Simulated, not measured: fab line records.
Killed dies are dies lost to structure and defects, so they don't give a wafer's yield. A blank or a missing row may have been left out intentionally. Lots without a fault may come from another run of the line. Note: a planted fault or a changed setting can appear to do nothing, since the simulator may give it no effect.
What tool caused it? -- flow n5 finfet -- 10 lots, 30 wafers sampled, at 5 steps of a route of 1938

== WHAT THE GAUGES SHOWED, per wafer ==
N5_BEOL_M4_RC_MEAS_101. Usual: DIBL_N 36.6 mV/V, standard deviation 1.1; DIBL_P 36.8 mV/V, standard deviation 1.6; IOFF_N 0.169 nA/um, standard deviation 0.024; IOFF_P 0.206 nA/um, standard deviation 0.028; ION_N 679 uA/um, standard deviation 9.2; ION_P 462 uA/um, standard deviation 7; SS_N 71.6 mV/dec, standard deviation 0.57; SS_P 73.3 mV/dec, standard deviation 0.57; VT_N 248.8 mV, standard deviation 2.4; VT_P -251 mV, standard deviation 3.
lot,measured,on,DIBL_N (mV/V),DIBL_P (mV/V),IOFF_N (nA/um),IOFF_P (nA/um),ION_N (uA/um),ION_P (uA/um),SS_N (mV/dec),SS_P (mV/dec),VT_N (mV),VT_P (mV),flag
L531,day 9 01:16,prober-02,36.5 36.5 34.9,36.2 36.3 33.7,0.161 0.161 0.131,0.177 0.175 0.148,674 688 659,462 460 453,70.6 71.0 70.3,73.1 73.1 72.7,248.3 249.3 254.6,-256 -255 -258,
L533,day 9 04:16,prober-02,38.0 35.2 36.1,36.6 33.2 34.4,0.222 0.158 0.171,0.228 0.176 0.189,689 684 677,460 460 462,72.8 71.6 71.7,73.8 72.5 73.7,244.6 246.5 247.0,-247 -251 -251,
L536,day 10 06:55,prober-02,36.6 35.6 38.0,38.2 36.9 39.2,0.165 0.140 0.183,0.221 0.201 0.234,691 668 683,468 465 473,71.3 71.5 72.2,72.3 72.2 73.5,248.0 250.8 250.1,-249 -251 -248,
L540,day 11 05:14,prober-01,36.7 35.7 38.2,35.7 33.7 38.3,0.153 0.143 0.195,0.236 0.199 0.275,683 683 688,475 467 480,71.3 71.4 71.7,72.6 72.7 73.3,246.7 246.6 245.8,-247 -253 -246,
L539,day 11 15:02,prober-01,36.8 36.6 36.8,37.0 37.1 37.6,0.172 0.165 0.181,0.218 0.223 0.231,672 676 693,463 462 468,72.4 71.9 71.9,73.1 73.4 72.8,249.1 246.9 246.2,-250 -251 -251,
L548,day 13 11:52,prober-02,37.6 38.0 36.0,36.6 37.1 34.8,0.173 0.187 0.149,0.171 0.183 0.158,673 680 673,447 453 451,71.0 72.1 71.1,73.9 73.8 73.6,248.9 248.6 251.8,-255 -259 -258,
L549,day 13 16:56,prober-01,36.6 38.3 38.3,36.3 37.9 38.0,0.168 0.202 0.201,0.195 0.221 0.219,676 680 678,460 467 461,71.5 71.9 72.1,73.1 73.3 73.6,247.7 247.3 246.5,-249 -250 -249,
L552,day 15 03:05,prober-02,35.1 35.8 36.7,35.8 37.0 37.9,0.150 0.165 0.179,0.162 0.175 0.186,672 675 685,450 447 456,71.7 71.1 71.0,73.1 73.6 74.1,249.1 247.9 247.0,-257 -255 -256,
L553,day 15 09:16,prober-02,36.8 36.5 36.8,37.4 37.5 36.6,0.157 0.155 0.149,0.196 0.204 0.186,682 679 683,465 466 461,71.2 71.1 71.4,73.6 73.1 73.7,246.8 249.0 248.1,-251 -252 -251,
L554,day 15 13:02,prober-02,35.9 36.3 37.0,36.9 37.3 38.6,0.140 0.143 0.157,0.171 0.179 0.190,673 675 675,455 460 461,70.7 71.4 71.6,72.8 72.9 72.7,255.4 252.2 250.8,-252 -253 -252,

== EACH LOT AND THE TOOL THAT RAN IT (in order: tool; ch and the chambers of the sampled wafers; start) ==
lot,N5_BEOL_M2_SURFACE_TREAT_85,N5_BEOL_M2_SPUTTER_79,N5_BEOL_M2_SPUTTER_81,N5_BEOL_M2_SPUTTER_88
L531,"pvd sputter-03, day 7 07:47","pvd sputter-02, day 7 08:17","pvd sputter-02, day 7 08:31","pvd sputter-02, day 7 08:57"
L533,"pvd sputter-02, day 7 12:49","pvd sputter-01, day 7 13:29","pvd sputter-01, day 7 13:42","pvd sputter-01, day 7 14:08"
L536,"pvd sputter-01, day 8 04:25","pvd sputter-01, day 8 05:08","pvd sputter-01, day 8 05:22","pvd sputter-01, day 8 05:48"
L540,"pvd sputter-03, day 9 10:19","pvd sputter-03, day 9 10:48","pvd sputter-03, day 9 11:01","pvd sputter-03, day 9 11:28"
L539,"pvd sputter-01, day 10 02:52","pvd sputter-01, day 10 03:23","pvd sputter-01, day 10 03:36","pvd sputter-01, day 10 06:01"
L548,"pvd sputter-01, day 11 07:08","pvd sputter-03, day 11 08:02","pvd sputter-03, day 11 08:15","pvd sputter-03, day 11 08:41"
L549,"pvd sputter-02, day 12 01:34","pvd sputter-01, day 12 02:05","pvd sputter-01, day 12 02:19","pvd sputter-01, day 12 02:45"
L552,"pvd sputter-02, day 13 04:56","pvd sputter-03, day 13 05:45","pvd sputter-03, day 13 05:58","pvd sputter-03, day 13 06:25"
L553,"pvd sputter-01, day 13 13:46","pvd sputter-03, day 13 14:21","pvd sputter-03, day 13 14:34","pvd sputter-03, day 13 15:01"
L554,"pvd sputter-03, day 13 23:23","pvd sputter-03, day 13 23:56","pvd sputter-03, day 14 00:10","pvd sputter-03, day 14 00:36"
- N5_BEOL_M2_SURFACE_TREAT_85
- N5_BEOL_M2_SPUTTER_79: material Cu, target thk 4.5 nm, time 8.29 s.
- N5_BEOL_M2_SPUTTER_81: material Cu, target thk 4.5 nm, time 8.29 s.
- N5_BEOL_M2_SPUTTER_88: material Cu, target thk 4.5 nm, time 8.29 s.

== WHAT THE TOOLS THEMSELVES READ (means of the sampled wafers that have a number; where no wafer has one, the mark that the record gives instead) ==
N5_BEOL_M2_SPUTTER_79. Usual: chamber pressure pa 0.07002 Pa, standard deviation 0.00013; chuck gas flow sccm 1.27 sccm, standard deviation 0.056; chuck sensor temp C -15.8 C, standard deviation 0.57; throttle valve pct 30.4 %, standard deviation 0.64.
lot,tool,chamber pressure pa (Pa),chuck gas flow sccm (sccm),chuck sensor temp C (C),throttle valve pct (%),flag
L531,pvd sputter-02,0.07001,1.27,-15.7,30.4,
L533,pvd sputter-01,0.07010,1.23,-15.7,31.4,
L536,pvd sputter-01,0.07008,1.32,-15.6,31.0,
L540,pvd sputter-03,-,-,-,-,OFF
L539,pvd sputter-01,-,-,-,-,OFF
L548,pvd sputter-03,0.07003,1.29,-15.8,29.9,
L549,pvd sputter-01,0.07007,1.28,-16.0,31.4,
L552,pvd sputter-03,0.07000,1.29,-15.7,30.6,
L553,pvd sputter-03,0.06997,1.26,-15.9,30.4,
L554,pvd sputter-03,0.06997,1.25,-15.8,30.0,

N5_BEOL_M2_SPUTTER_81. Usual: chamber pressure pa 0.07002 Pa, standard deviation 0.00013; chuck gas flow sccm 1.26 sccm, standard deviation 0.051; chuck sensor temp C -15.8 C, standard deviation 0.57; throttle valve pct 30.4 %, standard deviation 0.63.
lot,tool,chamber pressure pa (Pa),chuck gas flow sccm (sccm),chuck sensor temp C (C),throttle valve pct (%),flag
L531,pvd sputter-02,0.06999,1.26,-15.6,30.3,
L533,pvd sputter-01,0.07012,1.31,-15.7,31.5,
L536,pvd sputter-01,0.07014,1.28,-15.6,31.1,
L540,pvd sputter-03,0.06997,1.27,-15.6,30.0,
L539,pvd sputter-01,0.07005,1.26,-15.8,31.0,
L548,pvd sputter-03,0.06994,1.22,-15.7,30.0,
L549,pvd sputter-01,0.06992,1.24,-16.0,31.4,
L552,pvd sputter-03,0.07014,1.28,-15.7,30.5,
L553,pvd sputter-03,0.07005,1.30,-15.8,30.4,
L554,pvd sputter-03,0.06995,1.27,-15.7,30.0,

N5_BEOL_M2_SPUTTER_88. Usual: chamber pressure pa 0.06999 Pa, standard deviation 0.00015; chuck gas flow sccm 1.26 sccm, standard deviation 0.049; chuck sensor temp C -15.8 C, standard deviation 0.6; throttle valve pct 30.4 %, standard deviation 0.61.
lot,tool,chamber pressure pa (Pa),chuck gas flow sccm (sccm),chuck sensor temp C (C),throttle valve pct (%),flag
L531,pvd sputter-02,0.07005,1.24,-15.5,30.3,
L533,pvd sputter-01,0.07004,1.27,-15.7,31.3,
L536,pvd sputter-01,0.07000,1.27,-15.5,31.0,
L540,pvd sputter-03,0.06988,1.27,-15.7,29.8,
L539,pvd sputter-01,0.06997,1.24,-15.7,30.9,
L548,pvd sputter-03,0.07006,1.25,-15.8,30.0,
L549,pvd sputter-01,0.07005,1.25,-15.9,31.5,
L552,pvd sputter-03,0.06990,1.29,-15.6,30.6,
L553,pvd sputter-03,0.07004,1.27,-15.8,30.4,
L554,pvd sputter-03,0.06992,1.24,-15.7,29.9,

== THE ANSWER, worked out from the rows above alone ==
Rule: lot off if the mean of its wafers having a number is beyond 3 standard deviations from the usual mean. A lot without any number at a reading at which 4 lots or more have one is off too. The other lots that the step has rows for count as sound. The gauges are gone through in route order, then the tools' own readings, and for those a lot's mean is taken as printed above. The first step at which some lot is off is used, and at that step the reading that is off furthest; a lot without a number counts as furthest.
Off at N5_BEOL_M2_SPUTTER_79 (chamber pressure pa): L540, L539. Without a number there: L540, L539.
A tool fits if, at that step or a process step before it, it ran every lot that is off, and no sound lot after the first of them. Not one of the candidates tried fits.

== WHAT WAS PUT IN BY THE SIMULATOR ==
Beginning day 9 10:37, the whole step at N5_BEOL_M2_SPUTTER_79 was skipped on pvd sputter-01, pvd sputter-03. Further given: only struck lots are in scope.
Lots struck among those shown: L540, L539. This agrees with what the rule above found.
